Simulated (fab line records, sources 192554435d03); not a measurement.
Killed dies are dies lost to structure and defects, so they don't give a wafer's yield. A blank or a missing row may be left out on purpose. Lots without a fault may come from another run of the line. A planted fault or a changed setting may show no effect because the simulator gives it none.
Which tool did it? | flow n5_finfet | 13 lots, 37 wafers sampled, at 3 steps of a route of 1938

WHAT THE GAUGES READ, wafer by wafer
N5_PASSIVATION_OVL_MEAS_66.
lot  | measured     | on         | PASS_OPEN_OVL (nm)
L621 | day 11 22:22 | overlay-01 | -7 -12
L622 | day 12 03:49 | overlay-01 | -13 -4 -6
L624 | day 12 12:04 | overlay-01 | -1 1 -2
L630 | day 14 03:55 | overlay-02 | -7 -2 -12
L633 | day 15 06:21 | overlay-01 | -3 1 -1
L634 | day 15 12:18 | overlay-02 | 0 -3 5
L638 | day 16 15:04 | overlay-02 | -3 4
L639 | day 17 15:20 | overlay-02 | -4 6 5
L640 | day 18 09:57 | overlay-01 | -6 -5 -2
L643 | day 19 02:18 | overlay-02 | -2 -4 -7
L641 | day 18 20:29 | overlay-02 | 5 7 -2
L644 | day 20 02:26 | overlay-02 | 3 -3 6
L642 | day 20 07:24 | overlay-02 | 6 2 1

WHICH TOOL RAN EACH LOT (tool, then ch and the chambers of the sampled wafers, then the start)
lot  | N5_BEOL_M5_PRECLEAN_42              | N5_PASSIVATION_STRIP_14
L621 | wet_bench-02 ch 6,7, day 8 03:00    | rie_diel-06 ch 1,3, day 11 19:19
L622 | wet_bench-03 ch 1,6,7, day 8 11:39  | rie_diel-02 ch 1,2, day 12 00:35
L624 | wet_bench-03 ch 0,1,4, day 8 17:04  | rie_diel-04 ch 0,1,3, day 12 08:40
L630 | wet_bench-03 ch 1,2,5, day 10 05:42 | rie_diel-04 ch 1,2, day 14 00:21
L633 | wet_bench-05 ch 1,3,5, day 11 10:40 | rie_diel-04 ch 0,2,3, day 15 03:22
L634 | wet_bench-02 ch 2,6,7, day 11 16:53 | rie_diel-02 ch 0,1,3, day 15 08:44
L638 | wet_bench-03 ch 2,6, day 12 10:16   | rie_diel-06 ch 0,1, day 16 11:27
L639 | wet_bench-05 ch 0,3,5, day 13 11:56 | rie_diel-04 ch 1,2, day 17 09:43
L640 | wet_bench-02 ch 0,1,7, day 14 06:00 | rie_diel-06 ch 0,2,3, day 18 06:37
L643 | wet_bench-03 ch 5,6,7, day 14 12:32 | rie_diel-04 ch 2,3, day 18 21:55
L641 | wet_bench-02 ch 1,2,4, day 14 12:49 | rie_diel-06 ch 0,2,3, day 18 17:08
L644 | wet_bench-02 ch 0,5,7, day 15 03:17 | rie_diel-04 ch 1,2, day 19 23:05
L642 | wet_bench-05 ch 1,2,6, day 15 13:14 | rie_diel-02 ch 0,1,2, day 20 04:01
- N5_BEOL_M5_PRECLEAN_42: cleans in residue remover, time 60 s.
- N5_PASSIVATION_STRIP_14: strips in O2.

WHAT THE TOOLS THEMSELVES READ (means of the sampled wafers that have a number; where no wafer has one, the mark that the record gives instead)
N5_PASSIVATION_STRIP_14.
lot  | tool        | drypump_motor_current_A (A) | oes_product_au (a.u.) | rf_vpp_V (V) | showerhead_plenum_p_Torr (Torr) | throttle_valve_pct (%)
L621 | rie_diel-06 | 5.9                         | 0.81                  | 2.6          | 2.10                            | 16.66
L622 | rie_diel-02 | 6.1                         | 0.86                  | 3.2          | 2.13                            | 16.61
L624 | rie_diel-04 | 5.5                         | 0.76                  | 3.8          | 2.14                            | 16.69
L630 | rie_diel-04 | 5.4                         | 0.77                  | 3.9          | 2.08                            | 16.80
L633 | rie_diel-04 | 5.1                         | 0.78                  | 4.5          | 2.08                            | 16.77
L634 | rie_diel-02 | 5.3                         | 0.71                  | 4.7          | 2.11                            | 16.78
L638 | rie_diel-06 | 5.2                         | 0.79                  | 2.8          | 2.10                            | 16.55
L639 | rie_diel-04 | 5.4                         | 0.76                  | 3.3          | 2.07                            | 16.85
L640 | rie_diel-06 | 5.7                         | 0.80                  | 3.6          | 2.05                            | 16.58
L643 | rie_diel-04 | 5.1                         | 0.78                  | 3.5          | 2.05                            | 16.85
L641 | rie_diel-06 | 5.7                         | 0.79                  | 4.0          | 2.05                            | 16.62
L644 | rie_diel-04 | 5.4                         | 0.74                  | 5.0          | 2.06                            | 16.88
L642 | rie_diel-02 | 5.8                         | 0.81                  | 3.0          | 2.09                            | 16.66

THE ANSWER, worked out from the rows above alone
Rule: what is usual is taken from the lots themselves. Put in order of their means at a reading, lots are off if they are a third of the lots or fewer, leave a main group of 4 or more, and stand apart from it by a gap of 3 or more times the standard deviation of the main group's means; of several such gaps the widest counts. A main group whose means are all the same, to the digits that the tables above print for the reading, isn't used. A lot without any number at a reading at which 4 lots or more have one is off too. The other lots that the step has rows for count as sound. The gauges are gone through in route order, then the tools' own readings, and for those a lot's mean is taken as printed above. The first step at which some lot is off is used, and at that step the reading that is off furthest; a lot without a number counts as furthest.
No lot is off at any reading shown: from this, nothing can be told.

WHAT THE SIMULATOR HAD PUT IN
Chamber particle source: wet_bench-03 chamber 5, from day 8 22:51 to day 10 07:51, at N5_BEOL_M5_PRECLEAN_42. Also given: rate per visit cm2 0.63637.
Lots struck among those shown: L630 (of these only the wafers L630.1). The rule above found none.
